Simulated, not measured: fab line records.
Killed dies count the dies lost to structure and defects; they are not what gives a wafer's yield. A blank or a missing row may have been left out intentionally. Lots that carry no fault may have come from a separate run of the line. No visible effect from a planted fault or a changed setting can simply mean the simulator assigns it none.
Struck lot and sound lot, side by side / flow n5 finfet / 36 steps out of a route of 1938
Sound: these wafers, L494.2, L494.4, L494.5. The struck wafers were L487.4, L487.5, L487.6. At the end, the cause is stated.
Each step with rows lists, per side, the tool, then ch with its chambers, then its first start. Under that, the readings that differ: sound wafers / struck wafers / difference of the means / sigmas: that difference in standard deviations of wafers without a fault.
alike: words and numbers the same on both sides, and readings whose means are apart by under 2 such deviations; not compared: readings that were withheld, readings missing a value for some wafer, numbers with overlapping values and no deviation given by the record, and bounds like >300 which may hide the same value.
Wherever a step has rows on one side only, a row that says differs or no value, or a row with sigmas, the two part there. Numbers that have no deviation but don't overlap get no sigmas and don't part them. A reading missing from all wafers of one side parts the sides only when that side holds two or more wafers.

first, 8 steps without rows for these wafers: N5_BEOL_M1_ECD_50 (material Cu, target thk 300 nm); N5_BEOL_M1_ANNEAL_51 (time 90 s); N5_BEOL_M1_CMP_52 (polishes, stops on SiOC, t overpolish 6.8 s, target thk 40 nm); N5_BEOL_M1_PRE_CLEAN_60 (time 15 s); N5_BEOL_M1_CO_CAP_55 (material Co, precursor CCTBA/H2, target thk 2 nm, time 102.1 s); N5_BEOL_M1_PRE_CLEAN_56 (time 15 s); N5_BEOL_M1_DEP_57 (deposits SiCN from 3MS/NH3, target thk 8 nm, time 14 s); N5_BEOL_M2_ILD_DEP_00 (deposits SiOC from DEMS/O2, target thk 79 nm, time 15.3 s).
N5_BEOL_M2_PECVD_72: deposits SiO2 from TEOS/O2, target thk 16 nm, time 18 s.
  sound on pecvd-02 ch 0,1,2, day 11 10:34; struck on pecvd-02 ch 0,1,2, day 9 06:32
  no value came back on the struck wafers for any of 5 readings (chamber pressure Torr (Torr), heater power outer w (W) and others); on the sound wafers chamber pressure Torr (Torr) reads 5.484 5.485 5.491
then, 25 steps without rows for these wafers: N5_BEOL_M2_HM_DEP_02 (deposits TiN, target thk 20 nm); N5_BEOL_M2_COAT_61 (time 60 s, resist thk 60 nm); N5_BEOL_M2_COAT_62 (time 60 s, resist thk 12 nm); N5_BEOL_M2_COAT_73 (time 60 s, resist thk 5 nm); N5_BEOL_M2_COAT_05 (resist thk 30 nm); N5_BEOL_M2_EBR_07; N5_BEOL_M2_SOFTBAKE_06 (time 60 s); N5_BEOL_M2_EXPOSE_08 (exposes mask M2); N5_BEOL_M2_PEB_09 (peb time 60 s); N5_BEOL_M2_DEVELOP_10 (develop time 30 s); N5_BEOL_M2_DESCUM_16 (chemistry O2, time 7 s); N5_BEOL_M2_ETCH_74 (etches underlayer in N2/H2, target depth 6.5 nm, time 5.2 s); N5_BEOL_M2_ETCH_63 (etches SiARC in CF4, target depth 15.6 nm, time 26 s); N5_BEOL_M2_ETCH_64 (etches SOC in N2/H2, target depth 75 nm, overetch 22.5 nm, time 121.9 s); N5_BEOL_M2_STRIP_65 (strips in N2/H2); N5_BEOL_M2_STRIP_75 (strips in N2/H2); N5_BEOL_M2_STRIP_66 (strips in CF4); N5_BEOL_M2_HM_OPEN_17 (chemistry Cl2/BCl3, target TiN, target depth 20 nm, overetch 6 nm); N5_BEOL_M2_STRIP_19 (strips in O2); N5_BEOL_M2_COAT_67 (time 60 s, resist thk 60 nm); N5_BEOL_M2_COAT_68 (time 60 s, resist thk 12 nm); N5_BEOL_M2_COAT_76 (time 60 s, resist thk 5 nm); N5_BEOL_M2_COAT_22 (resist thk 30 nm); N5_BEOL_M2_EBR_24; N5_BEOL_M2_SOFTBAKE_23 (time 60 s).
N5_BEOL_M4_RC_MEAS_101:
  sound on prober-01 ch 0, day 12 18:46; struck on prober-01 ch 0, day 10 14:41
reading=DIBL_P (mV/V); sound=35.1 36.0 34.1; struck=38.9 37.5 39.3; difference=+3.5; sigmas=+2
reading=VT_P (mV); sound=-246.2 -247.9 -250.5; struck=-252.9 -258.2 -253.5; difference=-6.7; sigmas=-2
  alike: DIBL_N, IOFF_N, IOFF_P, ION_N, ION_P, SS_N, SS_P, VT_N
-- record jumps: 5 days separate the struck wafers' starts on either side; left off in module BEOL_M4, taken up again in module PASSIVATION, whose first shown step is the route's number 1936 --
N5_PASSIVATION_PROBE_49:
  sound on prober-02, day 17 03:25; struck on prober-02, day 15 07:49
reading=defect limited yield (%); sound=90.4 91.7 93.4; struck=63.4 62.5 61.8; difference=-29.3; sigmas=-23
reading=killed_at_M0_to_M3; sound=25 24 30; struck=335 375 376; difference=+336; sigmas=+34
reading=killed dies; sound=113 98 78; struck=432 442 451; difference=+345; sigmas=+23
reading=killed on rim; sound=16 9 14; struck=17 118 20; difference=+39; sigmas=+9
reading=sort_bin_5_function (%); sound=6.1 5.2 4.4; struck=32.4 33.6 33.8; difference=+28.0; sigmas=+35
reading=sort n pass; sound=1067 1082 1102; struck=748 738 729; difference=-345; sigmas=-23
reading=sort yield pct (%); sound=90.4 91.7 93.4; struck=63.4 62.5 61.8; difference=-29.3; sigmas=-23
  alike: killed_at_M4_up, killed at contacts, killed at front end, killed at other, killed open, killed short, sort_bin_6_memory

WHERE THEY PART
Earliest at N5_BEOL_M2_PECVD_72; latest, in this record, at N5_PASSIVATION_PROBE_49.

WHY: the cause the simulator had injected
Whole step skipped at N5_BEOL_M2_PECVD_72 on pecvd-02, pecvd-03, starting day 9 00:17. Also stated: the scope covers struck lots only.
